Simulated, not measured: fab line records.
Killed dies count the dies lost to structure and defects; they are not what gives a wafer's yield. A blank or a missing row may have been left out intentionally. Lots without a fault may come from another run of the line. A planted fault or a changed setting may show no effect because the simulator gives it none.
Split-lot trial ; flow n5_finfet ; 21 wafers read from 7 lots, route of 1938 steps

== THE SPLIT ITSELF ==
At N5_BEOL_M8_TRENCH_ETCH_37 (etches SiCOH lowk in C4F6/O2, target depth 93.478 nm, time 31.2 s), the setting source_w was moved away from the recipe's 345 W on 8 of the 21 wafers read, by -16.6% to +15.1%. This setting was run at the recipe's value on the other wafers.

The split's own step is where the reading is taken.

== THE READING ==
rf_vpp_V, in V, at N5_BEOL_M8_TRENCH_ETCH_37 (etches SiCOH lowk in C4F6/O2, target depth 93.478 nm, time 31.2 s). A value of 667 V with a standard deviation of 20 V is what fault-free wafers of this fab line usually give.

wafer;tool, chamber at the split;source_w as run, W;against the recipe;rf_vpp_V, V;against lot-mates on the recipe
L074.2;rie_diel-03, 1;345;recipe;680;-
L074.3;rie_diel-03, 0;345;recipe;676;-
L074.6;rie_diel-03, 1;345;recipe;680;-
L076.1;rie_diel-02, 2;345;recipe;649;-
L076.4;rie_diel-02, 2;287.8;-16.6%;714;+50
L076.6;rie_diel-02, 3;345;recipe;679;-
L077.1;rie_diel-03, 2;397;+15.1%;644;-49
L077.4;rie_diel-03, 1;397;+15.1%;633;-60
L077.5;rie_diel-03, 2;345;recipe;693;-
L081.1;rie_diel-03, 2;295.7;-14.3%;748;+69
L081.3;rie_diel-03, 3;295.7;-14.3%;705;+26
L081.5;rie_diel-03, 1;345;recipe;679;-
L082.2;rie_diel-03, 0;345;recipe;676;-
L082.4;rie_diel-03, 2;345;recipe;692;-
L082.5;rie_diel-03, 1;380.6;+10.3%;647;-37
L089.1;rie_diel-06, 1;363.3;+5.3%;644;-14
L089.2;rie_diel-06, 2;345;recipe;649;-
L089.3;rie_diel-06, 0;345;recipe;666;-
L090.2;rie_diel-06, 1;345;recipe;661;-
L090.3;rie_diel-06, 0;389.4;+12.9%;625;-38
L090.5;rie_diel-06, 0;345;recipe;666;-

THE FIT
A straight line over all 21 wafers: rf_vpp_V changes by -2.99 V for each +1% of source_w; r = -0.87; the points scatter about the line by 15 V.
The same after taking each lot's own level away (the mean of its wafers on the recipe; 21 wafers): -3.32 V for each +1%; r = -0.95; scatter 9.8 V.
On that fit, the largest move of source_w shifts the reading by 55 V.
The span of the lots' own levels, 657.5 to 693.0 V, comes to 1.8 times the standard deviation stated above.
The two slopes are in agreement: the lot-to-lot level therefore moves the slope only a little.
Check: with one of the wafers moved furthest among these (-16.6%) left out of the fit, the line predicts +56.2 V for it against its lot-mates. Against them it came out at +50 V.
Tool readings at the split's step, against how far the setting was moved: rf_vpp_V r = -0.87.

== OTHER SPLITS ON THESE WAFERS ==
These wafers also went through other splits before the reading. Each is held against what the fit with the lots' levels taken away leaves over:
other split on the same wafers;wafers away from the commonest value;r with rf_vpp_V (lot level and that fit taken away)
N5_BEOL_M6_EXPOSE_25 dose_mj;6;-0.05
N5_BEOL_M6_ETCH_66 bias_w;6;-0.20
N5_BEOL_M7_DEP_56 time_s;6;-0.04

== THE FILE'S OWN FIT ==
rf_vpp_V changes by -3.25 V for each +1% of source_w, r = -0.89.
